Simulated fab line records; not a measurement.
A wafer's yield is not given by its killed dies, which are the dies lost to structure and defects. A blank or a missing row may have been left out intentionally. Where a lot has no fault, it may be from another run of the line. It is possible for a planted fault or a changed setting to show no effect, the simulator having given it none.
fab line records	flow n5-finfet
record lots=24	wafers=72	last-day=17
route steps=1938 shown ZERO_LAYER@13 WELL_APT@30 PMOS_HMC_CHANNEL_EPI@65 FIN_SAQP@95
lots with no fault: from the same line, run without faults
start-h: start of the lot's first displayed wafer, in hours after the record's first day	wait-h: hours since the lot's step before	" as in the row above	L1.1+2: a row that stands for several wafers	- either no value or no given start	* or withheld: withheld	< > ~ a bound
route shown NAME@n: NAME is a module with steps in the file, n the number in the route of the first one	usual: average and standard deviation across the fault-free wafers	same: alike in all rows	chamber/n: place in a boat	sites: readings site by site	_std_site: the values' standard deviation	_edge_site: mean of outer sites minus mean of inner sites	radius-mm: for every site, how far away it sits from the centre of the wafer	mask NAME#n: copy n	behind: the last tool/chamber to shape the wafer	hold: the reason the lot was held/the length of the hold in hours/how it ended	device: which transistor (n, p or np) failed to switch	end of line: the route-end tests of the same wafers	for a step that has no rows: nothing shown but its recipe	killed: the dies lost at the first sort to structure and to defects; this is not the yield of the wafer	map: shows each die of a wafer: x if killed, . if not, _ if none is there
set.NAME: setting as actually run; set.NAME@STEP: the setting as run at that earlier step	model.NAME: the simulator's own value behind a step, which no gauge read
steps of the route over a sample of lots; a table a step, a row a wafer
services: from which hour (start-h, from the record's first day; less than 0 if before it) a tool's chamber was out of use, for how many hours, and why
## steps
# step N5_ZERO_LAYER_CD_MEAS_11
# recipe target-cd-nm=2000	landing-energy-ev=500	detector=se-inlens
# usual cd-nm=1999.1/1.6
# same landing-energy-ev=500
lot.wafer	tool	chamber	start-h	wait-h	cd-nm
L074.2	cd-sem-01	0	12.79	-	1999.4
L074.4	"	0	"	"	2000.0
L074.5	"	0	"	"	2000.1
L075.1	cd-sem-02	0	18.77	-	1999.8
L075.3	"	0	"	"	1999.7
L075.6	"	0	"	"	1998.9
L076.1	cd-sem-01	0	24.64	-	1998.5
L076.2	"	0	"	"	1999.9
L076.3	"	0	"	"	1997.6
L077.2	cd-sem-03	0	30.64	-	2000.1
L077.3	"	0	"	"	2003.4
L077.6	"	0	"	"	2001.8
L078.2	cd-sem-02	0	36.65	-	1998.5
L078.3	"	0	"	"	1999.5
L078.5	"	0	"	"	2001.5
L079.1	cd-sem-02	0	42.80	-	1996.9
L079.4	"	0	"	"	1998.7
L079.6	"	0	"	"	1997.6
L080.2	cd-sem-01	0	48.64	-	2000.5
L080.3	"	0	"	"	1999.0
L080.6	"	0	"	"	1999.3
L081.2	cd-sem-02	0	54.80	-	1999.4
L081.3	"	0	"	"	1997.9
L081.4	"	0	"	"	1997.8
L082.1	cd-sem-02	0	60.64	-	1999.3
L082.2	"	0	"	"	1995.3
L082.4	"	0	"	"	1995.8
L083.1	cd-sem-01	0	66.77	-	1999.3
L083.3	"	0	"	"	2000.8
L083.6	"	0	"	"	1997.7
L084.1	cd-sem-02	0	72.77	-	2000.1
L084.5	"	0	"	"	2000.8
L084.6	"	0	"	"	2000.4
L085.4	cd-sem-02	0	78.83	-	1999.6
L085.5	"	0	"	"	1996.7
L085.6	"	0	"	"	1998.3
L086.1	cd-sem-02	0	84.77	-	2001.7
L086.3	"	0	"	"	2001.3
L086.4	"	0	"	"	2002.9
L087.2	cd-sem-01	0	90.65	-	1997.6
L087.5	"	0	"	"	1999.9
L087.6	"	0	"	"	1998.0
L088.1	cd-sem-02	0	96.77	-	1997.9
L088.2	"	0	"	"	1998.3
L088.6	"	0	"	"	1997.5
L089.1	cd-sem-01	0	102.77	-	2002.2
L089.3	"	0	"	"	1997.5
L089.5	"	0	"	"	1998.9
L090.3	cd-sem-02	0	108.83	-	1998.9
L090.4	"	0	"	"	2000.8
L090.6	"	0	"	"	2000.7
L091.1	cd-sem-01	0	114.77	-	1998.2
L091.3	"	0	"	"	1999.7
L091.5	"	0	"	"	1997.9
L092.1	cd-sem-02	0	120.64	-	1998.9
L092.2	"	0	"	"	1999.2
L092.6	"	0	"	"	2000.9
L093.1	cd-sem-03	0	126.77	-	2001.5
L093.3	"	0	"	"	1999.0
L093.4	"	0	"	"	1998.4
L094.1	cd-sem-03	0	132.96	-	1999.3
L094.5	"	0	"	"	2001.1
L094.6	"	0	"	"	1998.6
L095.2	cd-sem-03	0	138.64	-	2000.5
L095.3	"	0	"	"	1999.1
L095.5	"	0	"	"	1999.5
L096.1	cd-sem-01	0	144.64	-	1995.9
L096.2	"	0	"	"	1998.6
L096.5	"	0	"	"	1999.1
L097.2	cd-sem-02	0	150.85	-	2001.5
L097.3	"	0	"	"	2002.9
L097.6	"	0	"	"	2000.4
# step N5_WELL_APT_INSPECT_10
# recipe mode=adi	inspect-instrument=macro
# usual raw-defect-count=1.9/1.4
lot.wafer	tool	chamber	start-h	wait-h	raw-defect-count
L074.2	defect-inspect-01	-	13.79	0.0	2
L074.4	"	-	"	"	3
L074.5	"	-	"	"	2
L075.1	defect-inspect-02	-	19.94	0.0	3
L075.3	"	-	"	"	3
L075.6	"	-	"	"	2
L076.1	defect-inspect-02	-	25.73	0.0	0
L076.2	"	-	"	"	3
L076.3	"	-	"	"	1
L077.2	defect-inspect-02	-	31.74	0.0	2
L077.3	"	-	"	"	3
L077.6	"	-	"	"	1
L078.2	defect-inspect-01	-	37.74	0.0	2
L078.3	"	-	"	"	0
L078.5	"	-	"	"	5
L079.1	defect-inspect-02	-	43.77	0.0	1
L079.4	"	-	"	"	2
L079.6	"	-	"	"	1
L080.2	defect-inspect-02	-	49.61	0.0	3
L080.3	"	-	"	"	6
L080.6	"	-	"	"	1
L081.2	defect-inspect-01	-	55.79	0.0	1
L081.3	"	-	"	"	1
L081.4	"	-	"	"	0
L082.1	defect-inspect-01	-	61.73	0.0	4
L082.2	"	-	"	"	1
L082.4	"	-	"	"	2
L083.1	defect-inspect-01	-	68.22	0.0	1
L083.3	"	-	"	"	3
L083.6	"	-	"	"	3
L084.1	defect-inspect-01	-	73.86	0.0	1
L084.5	"	-	"	"	3
L084.6	"	-	"	"	0
L085.4	defect-inspect-02	-	80.05	0.0	6
L085.5	"	-	"	"	1
L085.6	"	-	"	"	1
L086.1	defect-inspect-01	-	86.15	0.0	1
L086.3	"	-	"	"	3
L086.4	"	-	"	"	2
L087.2	defect-inspect-01	-	91.76	0.0	5
L087.5	"	-	"	"	2
L087.6	"	-	"	"	4
L088.1	defect-inspect-02	-	97.86	0.0	0
L088.2	"	-	"	"	0
L088.6	"	-	"	"	0
L089.1	defect-inspect-01	-	103.86	0.0	3
L089.3	"	-	"	"	3
L089.5	"	-	"	"	0
L090.3	defect-inspect-01	-	110.18	0.0	0
L090.4	"	-	"	"	1
L090.6	"	-	"	"	0
L091.1	defect-inspect-02	-	115.93	0.0	2
L091.3	"	-	"	"	3
L091.5	"	-	"	"	0
L092.1	defect-inspect-02	-	121.73	0.0	1
L092.2	"	-	"	"	3
L092.6	"	-	"	"	1
L093.1	defect-inspect-02	-	127.76	0.0	2
L093.3	"	-	"	"	4
L093.4	"	-	"	"	2
L094.1	defect-inspect-01	-	134.12	0.0	2
L094.5	"	-	"	"	2
L094.6	"	-	"	"	2
L095.2	defect-inspect-02	-	139.61	0.0	4
L095.3	"	-	"	"	0
L095.5	"	-	"	"	2
L096.1	defect-inspect-01	-	145.88	0.3	3
L096.2	"	-	"	"	1
L096.5	"	-	"	"	1
L097.2	defect-inspect-01	-	152.04	0.0	5
L097.3	"	-	"	"	0
L097.6	"	-	"	"	4
# step N5_PMOS_HMC_CHANNEL_EPI_CD_MEAS_09
# recipe target-cd-nm=237.4	landing-energy-ev=500	detector=se-inlens
# usual cd-nm=237.5/0.97
# same landing-energy-ev=500
lot.wafer	tool	chamber	start-h	wait-h	cd-nm
L074.2	cd-sem-02	0	17.49	-	239.4
L074.4	"	0	"	"	237.3
L074.5	"	0	"	"	239.7
L075.1	cd-sem-03	0	23.79	-	236.5
L075.3	"	0	"	"	237.7
L075.6	"	0	"	"	236.6
L076.1	cd-sem-01	0	30.68	-	236.1
L076.2	"	0	"	"	236.2
L076.3	"	0	"	"	236.8
L077.2	cd-sem-02	0	35.42	-	237.5
L077.3	"	0	"	"	238.1
L077.6	"	0	"	"	236.6
L078.2	cd-sem-03	0	41.29	-	237.6
L078.3	"	0	"	"	237.1
L078.5	"	0	"	"	236.9
L079.1	cd-sem-03	0	47.09	-	236.8
L079.4	"	0	"	"	236.7
L079.6	"	0	"	"	237.2
L080.2	cd-sem-01	0	53.57	-	237.5
L080.3	"	0	"	"	237.3
L080.6	"	0	"	"	238.0
L081.2	cd-sem-03	0	59.84	-	238.5
L081.3	"	0	"	"	239.2
L081.4	"	0	"	"	238.2
L082.1	cd-sem-02	0	65.12	-	239.3
L082.2	"	0	"	"	238.7
L082.4	"	0	"	"	239.1
L083.1	cd-sem-03	0	71.97	-	236.1
L083.3	"	0	"	"	235.3
L083.6	"	0	"	"	235.4
L084.1	cd-sem-01	0	77.33	-	238.5
L084.5	"	0	"	"	237.3
L084.6	"	0	"	"	237.2
L085.4	cd-sem-03	0	84.02	-	238.1
L085.5	"	0	"	"	238.9
L085.6	"	0	"	"	237.4
L086.1	cd-sem-03	0	89.55	-	236.9
L086.3	"	0	"	"	236.4
L086.4	"	0	"	"	237.7
L087.2	cd-sem-01	0	95.29	-	236.6
L087.5	"	0	"	"	237.4
L087.6	"	0	"	"	236.6
L088.1	cd-sem-01	0	101.11	-	238.0
L088.2	"	0	"	"	237.9
L088.6	"	0	"	"	236.9
L089.1	cd-sem-03	0	107.18	-	237.3
L089.3	"	0	"	"	236.2
L089.5	"	0	"	"	238.1
L090.3	cd-sem-03	0	113.88	-	239.4
L090.4	"	0	"	"	237.4
L090.6	"	0	"	"	239.4
L091.1	cd-sem-01	0	119.53	-	237.0
L091.3	"	0	"	"	236.8
L091.5	"	0	"	"	237.7
L092.1	cd-sem-01	0	125.53	-	237.6
L092.2	"	0	"	"	237.6
L092.6	"	0	"	"	237.3
L093.1	cd-sem-01	0	131.51	-	238.3
L093.3	"	0	"	"	237.4
L093.4	"	0	"	"	237.2
L094.1	cd-sem-03	0	139.13	-	238.3
L094.5	"	0	"	"	238.4
L094.6	"	0	"	"	238.2
L095.2	cd-sem-01	0	143.89	-	238.4
L095.3	"	0	"	"	238.6
L095.5	"	0	"	"	237.9
L096.1	cd-sem-01	0	149.21	-	236.6
L096.2	"	0	"	"	236.7
L096.5	"	0	"	"	238.0
L097.2	cd-sem-01	0	155.44	-	236.3
L097.3	"	0	"	"	236.3
L097.6	"	0	"	"	237.0
# step N5_PMOS_HMC_CHANNEL_EPI_ETCH_32
# recipe chemistry=N2/H2	target=BARC	stop-on=SiO2	target-depth-a=858	over-etch-frac=0.3	time-s=50.3	ion-energy-ev=200	mask-material=CAR-ArF-block	pressure-mtorr=30	source-w=840	bias-w=150	n2-flow-sccm=200	h2-flow-sccm=200
# usual drypump-motor-current-A=5.7/0.35	oes-product-au=0.71/0.067	rf-vpp-V=524.7/3	showerhead-plenum-p-Torr=2.57/0.1	throttle-valve-pct=17.74/0.23
lot.wafer	tool	chamber	start-h	wait-h	drypump-motor-current-A	oes-product-au	rf-hours-counter-h	rf-vpp-V	showerhead-plenum-p-Torr	throttle-valve-pct
L074.2	rie-diel-06	1	17.73	0.0	6.2	0.83	3	522.2	2.52	17.51
L074.4	"	2	"	"	6.0	0.76	34	528.0	2.68	17.44
L074.5	"	1	"	"	6.2	0.83	-	522.0	2.52	17.51
L075.1	rie-diel-06	1	23.91	0.0	6.2	0.82	5	523.8	2.52	17.52
L075.3	"	3	"	"	5.6	0.69	117	526.5	2.66	17.69
L075.6	"	0	"	"	5.6	0.65	-	520.5	2.43	17.85
L076.1	rie-diel-04	0	30.80	0.0	5.6	0.61	220	522.5	2.51	17.83
L076.2	"	1	"	"	5.5	0.63	162	525.5	2.52	17.72
L076.3	"	2	"	"	5.4	0.76	42	523.2	2.47	17.88
L077.2	rie-diel-06	1	35.54	0.0	6.2	0.81	7	522.4	2.51	17.52
L077.3	"	3	"	"	5.6	0.68	119	527.2	2.66	17.72
L077.6	"	2	"	"	6.0	0.75	-	527.5	2.68	17.44
L078.2	rie-diel-02	1	41.47	0.0	5.6	0.84	4	528.5	2.73	17.69
L078.3	"	2	"	"	6.5	0.73	36	521.6	2.49	18.13
L078.5	"	1	"	"	5.7	0.84	-	528.4	2.73	17.69
L079.1	rie-diel-04	0	47.21	0.0	5.7	0.60	225	522.8	2.51	17.87
L079.4	"	2	"	"	5.4	0.75	48	521.9	2.47	17.90
L079.6	"	2	"	"	5.3	0.76	-	521.9	2.47	17.90
L080.2	rie-diel-06	2	53.69	0.0	6.0	0.75	44	527.6	2.68	17.47
L080.3	"	3	"	"	5.6	0.68	125	527.2	2.66	17.72
L080.6	"	3	"	"	5.6	0.67	-	526.7	2.66	17.72
L081.2	rie-diel-02	1	59.96	0.0	5.6	0.82	9	528.2	2.73	17.69
L081.3	"	2	"	"	6.5	0.72	41	520.4	2.48	18.13
L081.4	"	3	"	"	5.9	0.76	33	530.6	2.69	17.22
L082.1	rie-diel-02	2	65.25	0.0	6.5	0.72	43	522.3	2.48	18.13
L082.2	"	0	"	"	5.1	0.66	125	528.2	2.67	18.01
L082.4	"	1	"	"	5.6	0.82	11	528.3	2.73	17.69
L083.1	rie-diel-06	1	72.09	0.0	6.2	0.79	17	523.7	2.51	17.54
L083.3	"	3	"	"	5.6	0.67	131	528.2	2.66	17.72
L083.6	"	2	"	"	6.0	0.75	-	529.3	2.68	17.47
L084.1	rie-diel-02	1	77.70	0.0	5.6	0.81	15	528.4	2.73	17.70
L084.5	"	3	"	"	5.9	0.75	-	529.0	2.69	17.22
L084.6	"	0	"	"	5.1	0.66	-	525.2	2.66	18.02
L085.4	rie-diel-04	0	84.19	0.0	5.6	0.60	-	524.4	2.50	17.87
L085.5	"	2	"	"	5.3	0.74	-	522.6	2.46	17.92
L085.6	"	1	"	"	5.5	0.63	-	524.5	2.51	17.77
L086.1	rie-diel-04	1	89.83	0.0	5.5	0.62	178	523.3	2.51	17.77
L086.3	"	2	"	"	5.4	0.73	65	521.0	2.46	17.92
L086.4	"	0	"	"	5.6	0.59	-	522.4	2.50	17.87
L087.2	rie-diel-06	2	95.41	0.0	6.0	0.73	55	528.1	2.67	17.48
L087.5	"	1	"	"	6.2	0.77	-	522.6	2.51	17.55
L087.6	"	0	"	"	5.6	0.64	-	520.2	2.42	17.90
L088.1	rie-diel-02	0	101.24	0.0	5.1	0.66	131	527.3	2.66	18.02
L088.2	"	3	"	"	5.9	0.74	48	529.9	2.69	17.24
L088.6	"	1	"	"	5.6	0.80	-	526.9	2.72	17.70
L089.1	rie-diel-04	1	107.30	0.0	5.6	0.61	186	523.9	2.51	17.79
L089.3	"	3	"	"	6.0	0.83	3	526.2	2.59	17.82
L089.5	"	2	"	"	5.4	0.73	-	520.5	2.46	17.93
L090.3	rie-diel-04	3	114.00	0.0	6.0	0.82	5	525.6	2.59	17.83
L090.4	"	2	"	"	5.3	0.73	-	522.2	2.46	17.93
L090.6	"	3	"	"	6.0	0.81	-	526.6	2.59	17.84
L091.1	rie-diel-06	2	119.66	0.0	6.1	0.73	62	529.8	2.67	17.49
L091.3	"	3	"	"	5.6	0.67	143	526.0	2.65	17.73
L091.5	"	3	"	"	5.6	0.67	-	527.4	2.65	17.75
L092.1	rie-diel-06	3	125.65	0.0	5.6	0.67	145	526.9	2.65	17.74
L092.2	"	0	"	"	5.6	0.63	181	519.9	2.42	17.93
L092.6	"	1	"	"	6.2	0.76	-	524.3	2.50	17.57
L093.1	rie-diel-02	0	131.64	0.0	5.1	0.65	142	526.3	2.66	18.03
L093.3	"	3	"	"	5.8	0.72	58	528.7	2.68	17.26
L093.4	"	1	"	"	5.6	0.78	30	527.9	2.72	17.72
L094.1	rie-diel-06	3	139.55	0.0	5.6	0.66	149	525.6	2.65	17.75
L094.5	"	1	"	"	6.2	0.75	-	522.7	2.50	17.59
L094.6	"	2	"	"	6.0	0.72	-	527.1	2.67	17.49
L095.2	rie-diel-04	3	144.31	0.0	6.0	0.78	16	525.2	2.58	17.83
L095.3	"	0	"	"	5.6	0.82	2	523.1	2.50	17.47
L095.5	"	1	"	"	5.5	0.61	-	522.6	2.50	17.81
L096.1	rie-diel-06	2	149.33	0.0	6.0	0.72	71	525.3	2.67	17.51
L096.2	"	0	"	"	5.6	0.63	188	519.4	2.42	17.92
L096.5	"	0	"	"	5.6	0.63	-	521.0	2.42	17.92
L097.2	rie-diel-06	0	155.56	0.0	5.6	0.63	190	519.7	2.42	17.93
L097.3	"	3	"	"	5.6	0.66	153	527.5	2.65	17.76
L097.6	"	2	"	"	6.0	0.72	-	528.4	2.67	17.51
# step N5_FIN_SAQP_DENSIFY_62
# recipe temp-c=700	time-s=60	ambient=N2	idle-temp-c=600	ramp-up-c-per-s=150	ramp-down-c-per-s=60	cool-to-c=600
# usual lamp-power-pct=9.86/0.057	wafer_temp_C_max=703.3/0.67
lot.wafer	tool	chamber	start-h	wait-h	lamp-power-pct	wafer_temp_C_max
L074.2	rtp-anneal-01	0	20.85	0.1	9.85	703.0
L074.4	"	0	"	"	9.81	704.3
L074.5	"	0	"	"	9.81	703.4
L075.1	rtp-anneal-02	0	27.40	0.5	9.82	703.2
L075.3	"	0	"	"	9.79	702.9
L075.6	"	0	"	"	9.92	703.6
L076.1	rtp-anneal-02	0	34.42	0.2	9.76	703.1
L076.2	"	0	"	"	9.85	703.2
L076.3	"	0	"	"	9.88	704.1
L077.2	rtp-anneal-01	0	38.60	0.1	9.90	703.3
L077.3	"	0	"	"	9.82	702.5
L077.6	"	0	"	"	9.82	703.4
L078.2	rtp-anneal-01	0	44.67	0.2	9.83	702.5
L078.3	"	0	"	"	9.95	703.2
L078.5	"	0	"	"	9.89	702.8
L079.1	rtp-anneal-01	0	50.73	0.2	9.92	702.7
L079.4	"	0	"	"	9.87	703.7
L079.6	"	0	"	"	9.88	702.8
L080.2	rtp-anneal-01	0	57.00	0.1	9.84	702.4
L080.3	"	0	"	"	9.89	702.9
L080.6	"	0	"	"	9.83	703.2
L081.2	rtp-anneal-01	0	63.10	0.2	9.81	704.5
L081.3	"	0	"	"	9.91	704.0
L081.4	"	0	"	"	9.91	702.8
L082.1	rtp-anneal-01	0	68.77	0.1	9.87	703.8
L082.2	"	0	"	"	9.86	703.4
L082.4	"	0	"	"	9.91	703.1
L083.1	rtp-anneal-01	0	76.39	0.1	9.81	702.6
L083.3	"	0	"	"	9.79	703.7
L083.6	"	0	"	"	9.88	702.7
L084.1	rtp-anneal-01	0	80.83	0.1	9.93	703.5
L084.5	"	0	"	"	9.87	703.4
L084.6	"	0	"	"	9.81	703.2
L085.4	rtp-anneal-02	0	87.64	0.2	9.78	703.8
L085.5	"	0	"	"	9.81	703.8
L085.6	"	0	"	"	9.90	703.4
L086.1	rtp-anneal-01	0	93.55	0.1	9.82	702.9
L086.3	"	0	"	"	9.92	702.9
L086.4	"	0	"	"	9.89	703.5
L087.2	rtp-anneal-02	0	100.27	0.1	9.85	702.9
L087.5	"	0	"	"	9.80	703.3
L087.6	"	0	"	"	9.91	704.7
L088.1	rtp-anneal-02	0	104.68	0.1	9.85	702.9
L088.2	"	0	"	"	9.72	702.9
L088.6	"	0	"	"	9.92	702.3
L089.1	rtp-anneal-01	0	111.09	0.1	9.87	704.5
L089.3	"	0	"	"	9.88	702.6
L089.5	"	0	"	"	9.85	703.2
L090.3	rtp-anneal-02	0	117.61	0.2	9.90	703.6
L090.4	"	0	"	"	9.79	703.2
L090.6	"	0	"	"	9.77	702.9
L091.1	rtp-anneal-02	0	123.54	0.2	9.83	703.5
L091.3	"	0	"	"	9.81	703.1
L091.5	"	0	"	"	9.88	704.2
L092.1	rtp-anneal-02	0	129.74	0.2	9.97	702.6
L092.2	"	0	"	"	9.79	703.2
L092.6	"	0	"	"	9.77	705.3
L093.1	rtp-anneal-01	0	134.75	0.1	9.90	702.8
L093.3	"	0	"	"	9.95	702.8
L093.4	"	0	"	"	9.84	702.7
L094.1	rtp-anneal-02	0	142.65	0.1	9.94	702.9
L094.5	"	0	"	"	9.77	702.4
L094.6	"	0	"	"	9.86	702.5
L095.2	rtp-anneal-01	0	147.74	0.2	9.88	704.5
L095.3	"	0	"	"	9.87	703.6
L095.5	"	0	"	"	9.73	702.8
L096.1	rtp-anneal-01	0	152.44	0.1	10.00	704.7
L096.2	"	0	"	"	9.79	702.2
L096.5	"	0	"	"	9.85	703.0
L097.2	rtp-anneal-02	0	158.78	0.2	9.78	703.0
L097.3	"	0	"	"	9.88	702.0
L097.6	"	0	"	"	9.82	702.2
# step N5_FIN_SAQP_PECVD_06
# recipe material=a-Si	target-thk-a=600	temp-c=400	precursor=SiH4/He	pressure-torr=3	rf-w=100	time-s=48.1
# usual heater-power-w=844/72	showerhead-plenum-p-Torr=5.67/0.037	showerhead-vpp-V=600/39	throttle-valve-pct=17.8/0.77
lot.wafer	tool	chamber	start-h	wait-h	heater-power-w	showerhead-plenum-p-Torr	showerhead-vpp-V	throttle-valve-pct
L074.2	pecvd-02	2	21.24	0.0	726	5.66	523	18.0
L074.4	"	0	"	"	930	5.70	623	18.8
L074.5	"	1	"	"	720	5.63	585	18.0
L075.1	pecvd-04	2	27.86	0.0	980	5.59	575	17.1
L075.3	"	2	"	"	971	5.60	580	17.2
L075.6	"	0	"	"	798	5.71	641	18.2
L076.1	pecvd-02	1	34.88	0.0	729	5.63	581	18.0
L076.2	"	0	"	"	954	5.71	614	19.1
L076.3	"	0	"	"	936	5.70	626	19.1
L077.2	pecvd-03	2	38.99	0.0	856	5.68	564	16.2
L077.3	"	1	"	"	884	5.66	622	17.7
L077.6	"	1	"	"	875	5.66	631	17.5
L078.2	pecvd-04	2	45.06	0.0	999	5.60	585	17.1
L078.3	"	1	"	"	852	5.72	603	18.6
L078.5	"	1	"	"	841	5.71	595	18.5
L079.1	pecvd-04	1	51.18	0.0	852	5.70	596	18.3
L079.4	"	2	"	"	920	5.62	580	17.2
L079.6	"	0	"	"	879	5.70	634	18.4
L080.2	pecvd-04	1	57.43	0.0	859	5.72	604	18.7
L080.3	"	1	"	"	853	5.72	612	18.6
L080.6	"	2	"	"	879	5.60	581	16.8
L081.2	pecvd-03	2	63.49	0.0	802	5.69	563	16.4
L081.3	"	1	"	"	851	5.66	626	17.6
L081.4	"	2	"	"	812	5.68	564	16.5
L082.1	pecvd-03	1	69.21	0.0	941	5.66	617	17.8
L082.2	"	0	"	"	830	5.67	675	17.5
L082.4	"	0	"	"	837	5.67	681	17.5
L083.1	pecvd-02	1	76.85	0.0	704	5.63	595	18.0
L083.3	"	1	"	"	683	5.63	596	17.7
L083.6	"	1	"	"	694	5.62	585	18.0
L084.1	pecvd-02	2	81.32	0.0	820	5.66	516	17.1
L084.5	"	1	"	"	688	5.64	600	18.0
L084.6	"	2	"	"	843	5.66	520	17.1
L085.4	pecvd-04	0	88.00	0.0	805	5.70	638	18.3
L085.5	"	1	"	"	803	5.73	592	18.5
L085.6	"	2	"	"	985	5.60	582	17.2
L086.1	pecvd-04	0	93.97	0.0	867	5.71	627	18.1
L086.3	"	1	"	"	870	5.71	592	18.5
L086.4	"	2	"	"	947	5.59	585	17.3
L087.2	pecvd-02	0	100.66	0.0	842	5.70	620	19.2
L087.5	"	1	"	"	714	5.63	602	18.4
L087.6	"	2	"	"	813	5.66	522	17.3
L088.1	pecvd-04	1	105.10	0.0	847	5.70	605	18.7
L088.2	"	0	"	"	839	5.70	625	18.4
L088.6	"	2	"	"	923	5.59	584	17.1
L089.1	pecvd-02	2	111.50	0.0	838	5.64	525	16.8
L089.3	"	1	"	"	720	5.63	594	17.8
L089.5	"	1	"	"	768	5.63	610	17.9
L090.3	pecvd-02	2	117.97	0.0	815	5.65	524	17.1
L090.4	"	0	"	"	816	5.69	623	19.3
L090.6	"	2	"	"	820	5.66	524	17.2
L091.1	pecvd-03	2	123.97	0.0	919	5.68	565	16.6
L091.3	"	1	"	"	797	5.67	618	17.5
L091.5	"	0	"	"	856	5.64	675	17.4
L092.1	pecvd-04	1	130.16	0.0	857	5.73	591	18.8
L092.2	"	0	"	"	876	5.70	638	18.1
L092.6	"	2	"	"	894	5.61	588	17.2
L093.1	pecvd-02	2	135.17	0.0	757	5.66	518	17.3
L093.3	"	1	"	"	743	5.63	596	18.0
L093.4	"	0	"	"	870	5.70	626	19.2
L094.1	pecvd-03	1	143.12	0.0	812	5.65	619	17.8
L094.5	"	1	"	"	804	5.66	633	17.5
L094.6	"	2	"	"	881	5.68	561	16.5
L095.2	pecvd-03	0	148.13	0.0	788	5.66	676	17.7
L095.3	"	1	"	"	935	5.66	627	17.4
L095.5	"	0	"	"	788	5.66	656	17.6
L096.1	pecvd-03	2	152.86	0.0	804	5.67	578	16.8
L096.2	"	1	"	"	864	5.67	621	17.6
L096.5	"	0	"	"	791	5.67	675	17.5
L097.2	pecvd-02	2	159.19	0.0	814	5.65	519	17.1
L097.3	"	0	"	"	933	5.70	627	19.5
L097.6	"	0	"	"	909	5.70	628	19.3
## services
tool	chamber	start-h	hours	kind
pecvd-02	2	24.60	2.1	scheduled-down
pecvd-02	2	26.74	-	clean
pecvd-02	2	26.74	-	consumable-replace:showerhead
pecvd-02	2	26.74	29.0	scheduled-down
pecvd-02	2	26.74	29.0	vent-cycle
pecvd-04	1	26.76	5.5	scheduled-down
pecvd-04	0	39.42	5.5	scheduled-down
rie-diel-04	-	41.41	0.5	repair
rie-diel-04	3	42.13	4.5	repair
pecvd-04	0	53.14	5.5	scheduled-down
rie-diel-04	1	53.27	13.5	repair
rie-diel-04	3	67.02	-	clean
pecvd-02	2	75.30	3.9	repair
pecvd-02	0	80.11	2.1	scheduled-down
rie-diel-02	1	80.37	7.8	repair
rie-diel-02	0	80.68	14.0	repair
pecvd-04	2	85.16	2.1	scheduled-down
pecvd-03	-	85.19	1.1	repair
rie-diel-04	2	97.38	9.7	repair
pecvd-03	2	113.81	7.7	repair
rie-diel-02	3	139.39	2.0	repair
rie-diel-04	3	146.43	9.5	repair
pecvd-04	-	150.90	5.4	repair
pecvd-04	1	158.40	2.1	scheduled-down
## key
fault none
